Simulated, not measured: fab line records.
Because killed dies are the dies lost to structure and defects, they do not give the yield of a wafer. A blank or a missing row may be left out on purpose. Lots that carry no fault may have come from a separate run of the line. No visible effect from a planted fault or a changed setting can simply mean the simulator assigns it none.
A single fault, viewed from 3 desks    flow nandHarc    only its own numbers are on each desk; what lay behind them is given at the end

== AT THE TOOL OWNER'S DESK: aclDep-01 ==
The tool's own readings at NHARC_A_CONTACT_DEP_57 (deposits aC, target thk 2800 nm): means of the sampled wafers that have a number, for each lot that ran on this tool. A lot is out of limits, marked OUT, if its mean lies more than 4 standard deviations from the usual mean; the brackets give that distance.
Columns: A = throttleValvePct at NHARC_A_CONTACT_DEP_57, usual 35.002 %
lot   first seen here  A
L531  day 16 23:44     34.992
L534  day 18 12:55     34.998
L536  day 18 22:24     34.994
L548  day 21 15:13     34.995
L549  day 21 19:13     35.008
L550  day 21 23:44     35.001
L547  day 22 01:26     34.998
This desk's finding: nothing out of limits on any of the 7 lots.

== AT THE METROLOGY DESK ==
Means of the sampled wafers that have a number, per lot and without regard to the tool the lot ran on: this is what the gauges read. A lot is out of limits, marked OUT, if its mean lies more than 4 standard deviations from the usual mean; the brackets give that distance.
Columns: A = cdNm at NHARC_A_BONDPAD_CD_MEAS_13, usual 498.9 nm
lot   first seen here  A
L528  day 18 07:28     501.8
L531  day 18 08:12     499.0
L530  day 19 03:59     502.6
L535  day 19 20:05     499.2
L534  day 19 21:35     497.3
L536  day 20 07:20     496.3
L544  day 22 15:22     498.0
L546  day 22 16:40     499.0
L543  day 22 17:16     498.2
L548  day 22 22:20     495.8
L549  day 23 01:18     500.5
L550  day 23 08:11     500.5
L547  day 23 17:19     498.8
L551  day 23 21:46     500.1
This desk's finding: nothing out of limits on any of the 14 lots.

== THE DEFECT DESK ==
Counts from the inspections along the route, per lot, as means over the sampled wafers that have a number. A lot is out of limits, marked OUT, if its mean lies more than 4 standard deviations from the usual mean; the brackets give that distance.
Columns: A = rawDefectCount at NHARC_A_BONDPAD_INSPECT_23, usual 448
lot   first seen here  A
L528  day 18 09:41     544
L531  day 18 10:26     590
L530  day 19 06:15     347
L535  day 19 22:44     411
L534  day 19 23:49     410
L536  day 20 09:34     337
L544  day 22 17:37     287
L546  day 22 19:06     351
L543  day 22 19:31     307
L548  day 23 00:35     463
L549  day 23 03:35     384
L550  day 23 10:29     418
L547  day 23 19:37     497
L551  day 24 00:04     447
This desk's finding: nothing out of limits on any of the 14 lots.

== ALL TOGETHER ==
The tool owner's desk saw nothing out of limits.
Metrology desk: nothing out of limits seen.
No out-of-limits result turned up at the defect desk.

== WHAT THE SIMULATOR HAD INSERTED ==
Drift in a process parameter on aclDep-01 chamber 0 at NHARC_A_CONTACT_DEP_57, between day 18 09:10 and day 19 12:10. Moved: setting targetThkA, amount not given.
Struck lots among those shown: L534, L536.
